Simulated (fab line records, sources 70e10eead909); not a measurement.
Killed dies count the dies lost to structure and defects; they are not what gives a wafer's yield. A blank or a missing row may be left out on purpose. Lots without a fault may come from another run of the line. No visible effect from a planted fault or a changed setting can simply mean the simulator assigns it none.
Which tool did it?	flow nandHarc	38 wafers from 13 lots sampled at 5 of the route's 1159 steps

## WHAT THE GAUGES READ, wafer by wafer
NHARC_END_SORT_01.
lot	measured	on	killedAtArray	killedAtOther	killedAtPeriphery	killedDies	killedOpen	killedShort
L217	day 22 12:55	prober-02	30 24	0 1	2 1	32 26	3 3	2 2
L222	day 25 00:32	prober-02	46 51 39	0 0 0	5 2 2	51 53 41	3 4 4	2 4 2

## TOOL THAT RAN EACH LOT (tool first, then ch and the chambers of the sampled wafers, then the start)
lot	NHARC_A_WL_FILL_ALD_00	NHARC_A_WL_FILL_ETCHBACK_17	NHARC_A_WL_FILL_ALD_19	NHARC_A_WL_FILL_CMP_12
L202	aldHk-01 ch 0,1,3, day 14 13:26	rieMetal-03 ch 1, day 15 06:26	aldMetal-01 ch 0,2,3, day 15 11:57	cmp-01 ch 0,1,2, day 16 00:11
L204	aldHk-01 ch 0,1,3, day 14 17:16	rieMetal-02 ch 0,1, day 15 06:24	aldMetal-03 ch 0,1,2, day 15 11:57	cmp-03 ch 1,2,3, day 15 20:09
L203	aldHk-01 ch 1,3, day 14 17:23	rieMetal-01 ch 0,1, day 15 09:38	aldMetal-02 ch 0,2, day 15 14:55	cmp-03 ch 0,1,2, day 16 00:55
L206	aldHk-04 ch 1,2, day 15 06:21	rieMetal-03 ch 0,1, day 15 21:29	aldMetal-03 ch 0,3, day 16 02:49	cmp-01 ch 1,2,3, day 16 12:44
L209	aldHk-04 ch 0,1,3, day 16 00:53	rieMetal-02 ch 0,1, day 16 22:22	aldMetal-03 ch 0,2,3, day 17 03:43	cmp-01 ch 0,1,2, day 17 17:40
L208	aldHk-01 ch 1,3, day 16 00:56	rieMetal-03 ch 0,1, day 16 18:51	aldMetal-03 ch 1,2,3, day 17 00:19	cmp-01 ch 0,2, day 17 11:10
L211	aldHk-01 ch 0,1, day 16 23:01	rieMetal-01 ch 0,1, day 17 14:47	aldMetal-01 ch 1,2, day 17 20:04	cmp-01 ch 0,1, day 18 03:52
L210	aldHk-04 ch 0,2,3, day 16 23:05	rieMetal-02 ch 0,1, day 17 14:46	aldMetal-02 ch 0,1,3, day 17 20:04	cmp-03 ch 1,2,3, day 18 03:37
L212	aldHk-03 ch 0,2, day 17 08:21	rieMetal-03 ch 0,1, day 18 05:10	aldMetal-02 ch 1,2,3, day 18 10:33	cmp-03 ch 0,1,2, day 18 15:52
L215	aldHk-04 ch 0,2,3, day 17 15:38	rieMetal-02 ch 0,1, day 18 09:48	aldMetal-03 ch 0,2, day 18 15:29	cmp-04 ch 1,3, day 18 20:46
L217	aldHk-03 ch 3, day 18 02:50	rieMetal-03 ch 1, day 18 21:50	aldMetal-02 ch 0,1, day 19 03:14	cmp-03 ch 1, day 19 12:52
L225	aldHk-04 ch 2,3, day 20 07:46	rieMetal-01 ch 0,1, day 20 22:28	aldMetal-03 ch 0,2, day 21 03:44	cmp-03 ch 0,1, day 21 16:50
L222	aldHk-04 ch 1,2,3, day 20 08:19	rieMetal-01 ch 0,1, day 21 01:45	aldMetal-03 ch 1,2, day 21 07:08	cmp-01 ch 0,1,3, day 21 21:13
- NHARC_A_WL_FILL_ALD_00: deposits Al2O3, target thk 3 nm, pulse time 3 s, ald cycles 30.
- NHARC_A_WL_FILL_ETCHBACK_17: etches the open film in Cl2/BCl3, target depth 4 nm, time 26.7 s.
- NHARC_A_WL_FILL_ALD_19: deposits TiN, target thk 2 nm, pulse time 3 s, ald cycles 100.
- NHARC_A_WL_FILL_CMP_12: polishes, t overpolish 30 s, target thk 75 nm.

## WHAT THE TOOLS THEMSELVES READ (means of the sampled wafers that have a number; where no wafer has one, the mark that the record gives instead)
NHARC_A_WL_FILL_ALD_00.
lot	tool	heaterPowerW (W)	precursorPulseHeightRel
L202	aldHk-01	468	0.979
L204	aldHk-01	470	1.015
L203	aldHk-01	428	0.998
L206	aldHk-04	403	0.993
L209	aldHk-04	441	1.002
L208	aldHk-01	437	1.006
L211	aldHk-01	510	1.017
L210	aldHk-04	440	0.992
L212	aldHk-03	486	1.003
L215	aldHk-04	443	1.010
L217	aldHk-03	365	1.002
L225	aldHk-04	451	0.992
L222	aldHk-04	427	0.990

NHARC_A_WL_FILL_ETCHBACK_17.
lot	tool	drypumpMotorCurrentA (A)	heBacksideLeakSccm (sccm)	oesProductAu (a.u.)	runLengthS (s)
L202	rieMetal-03	5.8	3.3	1.015	48.0
L204	rieMetal-02	5.7	3.5	0.991	48.4
L203	rieMetal-01	5.5	3.3	1.005	47.7
L206	rieMetal-03	5.9	3.3	1.008	47.6
L209	rieMetal-02	5.7	3.5	0.988	48.5
L208	rieMetal-03	6.0	3.2	0.991	47.5
L211	rieMetal-01	5.5	3.2	1.001	47.7
L210	rieMetal-02	5.7	3.5	0.986	48.3
L212	rieMetal-03	5.9	3.3	1.002	47.8
L215	rieMetal-02	5.7	3.1	0.987	48.3
L217	rieMetal-03	5.8	3.3	1.018	33.3
L225	rieMetal-01	5.8	3.3	1.004	47.5
L222	rieMetal-01	5.8	3.3	1.007	47.6

NHARC_A_WL_FILL_ALD_19.
lot	tool	heaterPowerW (W)	precursorPulseHeightRel
L202	aldMetal-01	1062	0.989
L204	aldMetal-03	1118	1.011
L203	aldMetal-02	1221	1.002
L206	aldMetal-03	935	0.998
L209	aldMetal-03	991	0.984
L208	aldMetal-03	977	1.003
L211	aldMetal-01	1024	1.002
L210	aldMetal-02	1122	0.973
L212	aldMetal-02	1171	1.002
L215	aldMetal-03	1138	1.001
L217	aldMetal-02	1206	1.022
L225	aldMetal-03	1156	0.963
L222	aldMetal-03	1034	0.983

NHARC_A_WL_FILL_CMP_12.
lot	tool	edgeZonePressureFrac	motorCurrentA (A)	overpolishRunS (s)	timeToEndpointS (s)
L202	cmp-01	0.995	12.3	30.000	16.3
L204	cmp-03	1.001	12.2	29.999	15.3
L203	cmp-03	0.997	11.6	29.997	14.0
L206	cmp-01	0.995	12.0	30.005	14.0
L209	cmp-01	0.998	11.9	30.000	16.2
L208	cmp-01	1.003	11.8	29.996	13.4
L211	cmp-01	1.002	12.5	30.000	14.8
L210	cmp-03	0.998	12.2	29.995	14.6
L212	cmp-03	0.996	11.6	29.996	14.3
L215	cmp-04	0.999	10.7	30.013	16.0
L217	cmp-03	1.003	10.3	30.007	18.4
L225	cmp-03	0.998	10.8	30.003	16.9
L222	cmp-01	1.001	11.8	30.004	15.1

## THE ANSWER, worked out from the rows above alone
Rule: the lots themselves supply what counts as usual. The widest of any qualifying gaps counts: lots, ordered by their means at a reading, are off when they make up no more than a third of the lots, leave a main group of 4 or more, and stand apart from it by 3 or more times the standard deviation of that group's means. Not used: any main group whose means are identical at the precision the tables above print for the reading. A lot without any number at a reading at which 4 lots or more have one is off too. Any other lot the step has rows for is counted as sound. Order of review: gauges by route order, followed by the tools' own readings, for which a lot's mean as printed above is used. The first step at which some lot is off is used, and at that step the reading that is off furthest; a lot without a number counts as furthest.
Off at NHARC_A_WL_FILL_ETCHBACK_17 (runLengthS): L217. The main group has a mean of 47.9 s with a standard deviation of 0.36.
A tool fits if, at that step or a process step before it, it ran every lot that is off, and no sound lot after the first of them. This does not decide it: 2 tools fit, namely aldHk-03 at NHARC_A_WL_FILL_ALD_00 and rieMetal-03 at NHARC_A_WL_FILL_ETCHBACK_17.

## WHAT WAS PUT IN BY THE SIMULATOR
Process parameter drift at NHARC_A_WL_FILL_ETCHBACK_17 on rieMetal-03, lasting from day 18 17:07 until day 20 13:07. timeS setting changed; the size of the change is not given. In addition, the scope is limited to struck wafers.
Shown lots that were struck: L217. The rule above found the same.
